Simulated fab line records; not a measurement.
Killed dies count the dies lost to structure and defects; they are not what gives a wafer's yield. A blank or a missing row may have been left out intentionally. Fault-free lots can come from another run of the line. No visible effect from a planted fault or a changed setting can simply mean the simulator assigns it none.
Matching of chambers :: flow nand-harc :: 4 sister chambers for NHARC_A_STAIRCASE_TRIM_187 on rie-diel-13
The step chemistry O2, time 211.2 s. 18 wafers are shown with their chamber, then 9 later ones without.

WAFERS PAIRED WITH THEIR CHAMBERS
wafer: L080.1
chamber: 2
showerhead-plenum-p-Torr (Torr): 3.40
drypump-motor-current-A (A): 5.8
oes-product-au (a.u.): 1.003

wafer: L080.4
chamber: 0
showerhead-plenum-p-Torr (Torr): 3.63
drypump-motor-current-A (A): 5.9
oes-product-au (a.u.): 0.989

wafer: L080.6
chamber: 0
showerhead-plenum-p-Torr (Torr): 3.63
drypump-motor-current-A (A): 5.9
oes-product-au (a.u.): 0.994

wafer: L083.1
chamber: 3
showerhead-plenum-p-Torr (Torr): 3.54
drypump-motor-current-A (A): 5.9
oes-product-au (a.u.): 1.004

wafer: L083.2
chamber: 1
showerhead-plenum-p-Torr (Torr): 3.61
drypump-motor-current-A (A): 5.9
oes-product-au (a.u.): 1.010

wafer: L083.3
chamber: 0
showerhead-plenum-p-Torr (Torr): 3.63
drypump-motor-current-A (A): 5.9
oes-product-au (a.u.): 0.997

wafer: L083.4
chamber: 2
showerhead-plenum-p-Torr (Torr): 3.40
drypump-motor-current-A (A): 5.8
oes-product-au (a.u.): 1.015

wafer: L083.5
chamber: 3
showerhead-plenum-p-Torr (Torr): 3.54
drypump-motor-current-A (A): 5.9
oes-product-au (a.u.): 1.009

wafer: L083.6
chamber: 2
showerhead-plenum-p-Torr (Torr): 3.40
drypump-motor-current-A (A): 5.8
oes-product-au (a.u.): 1.016

wafer: L085.1
chamber: 1
showerhead-plenum-p-Torr (Torr): 3.61
drypump-motor-current-A (A): 5.9
oes-product-au (a.u.): 0.999

wafer: L085.2
chamber: 3
showerhead-plenum-p-Torr (Torr): 3.54
drypump-motor-current-A (A): 5.9
oes-product-au (a.u.): 1.009

wafer: L085.3
chamber: 2
showerhead-plenum-p-Torr (Torr): 3.40
drypump-motor-current-A (A): 5.8
oes-product-au (a.u.): 1.012

wafer: L089.1
chamber: 1
showerhead-plenum-p-Torr (Torr): 3.60
drypump-motor-current-A (A): 5.9
oes-product-au (a.u.): 1.004

wafer: L089.4
chamber: 1
showerhead-plenum-p-Torr (Torr): 3.60
drypump-motor-current-A (A): 5.9
oes-product-au (a.u.): 1.003

wafer: L089.6
chamber: 3
showerhead-plenum-p-Torr (Torr): 3.53
drypump-motor-current-A (A): 5.9
oes-product-au (a.u.): 1.008

wafer: L087.3
chamber: 1
showerhead-plenum-p-Torr (Torr): 3.60
drypump-motor-current-A (A): 6.0
oes-product-au (a.u.): 1.007

wafer: L087.4
chamber: 3
showerhead-plenum-p-Torr (Torr): 3.53
drypump-motor-current-A (A): 5.9
oes-product-au (a.u.): 1.007

wafer: L087.6
chamber: 1
showerhead-plenum-p-Torr (Torr): 3.60
drypump-motor-current-A (A): 6.0
oes-product-au (a.u.): 1.001

SIGNATURES (means of the wafers above)
reading: showerhead-plenum-p-Torr
chamber 0: 3.6300
chamber 1: 3.6033
chamber 2: 3.4000
chamber 3: 3.5360
scatter within a chamber: 0.00425

reading: drypump-motor-current-A
chamber 0: 5.900
chamber 1: 5.933
chamber 2: 5.800
chamber 3: 5.900
scatter within a chamber: 0.0309

reading: oes-product-au
chamber 0: 0.99333
chamber 1: 1.00400
chamber 2: 1.01150
chamber 3: 1.00740
scatter within a chamber: 0.0041
Rule: a wafer's distance from a chamber is the root of the sum, over the readings, of the square of ((its reading less the chamber's mean) divided by the reading's scatter). If the next closest chamber is less than 2 further off than the closest, the wafer can't be placed; otherwise it belongs to the closest. The scatter: take each reading less its chamber's mean, square it, sum over the shown wafers, divide by the number of wafers less the number of chambers, and take the root.

WAFERS WHOSE CHAMBER IS MISSING
wafer: L093.3
showerhead-plenum-p-Torr (Torr): 3.53
drypump-motor-current-A (A): 5.9
oes-product-au (a.u.): 1.016

wafer: L093.4
showerhead-plenum-p-Torr (Torr): 3.60
drypump-motor-current-A (A): 5.9
oes-product-au (a.u.): 1.000

wafer: L093.6
showerhead-plenum-p-Torr (Torr): 3.39
drypump-motor-current-A (A): 5.8
oes-product-au (a.u.): 1.010

wafer: L094.1
showerhead-plenum-p-Torr (Torr): 3.59
drypump-motor-current-A (A): 6.0
oes-product-au (a.u.): 1.013

wafer: L094.2
showerhead-plenum-p-Torr (Torr): 3.61
drypump-motor-current-A (A): 5.9
oes-product-au (a.u.): 1.016

wafer: L094.4
showerhead-plenum-p-Torr (Torr): 3.52
drypump-motor-current-A (A): 5.9
oes-product-au (a.u.): 1.005

wafer: L097.2
showerhead-plenum-p-Torr (Torr): 3.59
drypump-motor-current-A (A): 6.0
oes-product-au (a.u.): 1.001

wafer: L097.4
showerhead-plenum-p-Torr (Torr): 3.52
drypump-motor-current-A (A): 5.9
oes-product-au (a.u.): 1.013

wafer: L097.5
showerhead-plenum-p-Torr (Torr): 3.52
drypump-motor-current-A (A): 5.9
oes-product-au (a.u.): 1.018

EACH ONE'S CHAMBER
wafer: L093.3
from the rows above: 3
in truth: 3

wafer: L093.4
from the rows above: 1
in truth: 1

wafer: L093.6
from the rows above: 2
in truth: 2

wafer: L094.1
from the rows above: 1
in truth: 1

wafer: L094.2
from the rows above: 1
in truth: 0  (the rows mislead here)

wafer: L094.4
from the rows above: 3
in truth: 3

wafer: L097.2
from the rows above: 1
in truth: 1

wafer: L097.4
from the rows above: 3
in truth: 3

wafer: L097.5
from the rows above: 3
in truth: 3
Correct placement for 8 of the 9. Not placeable from these rows: 0. Number placed wrongly: 1.
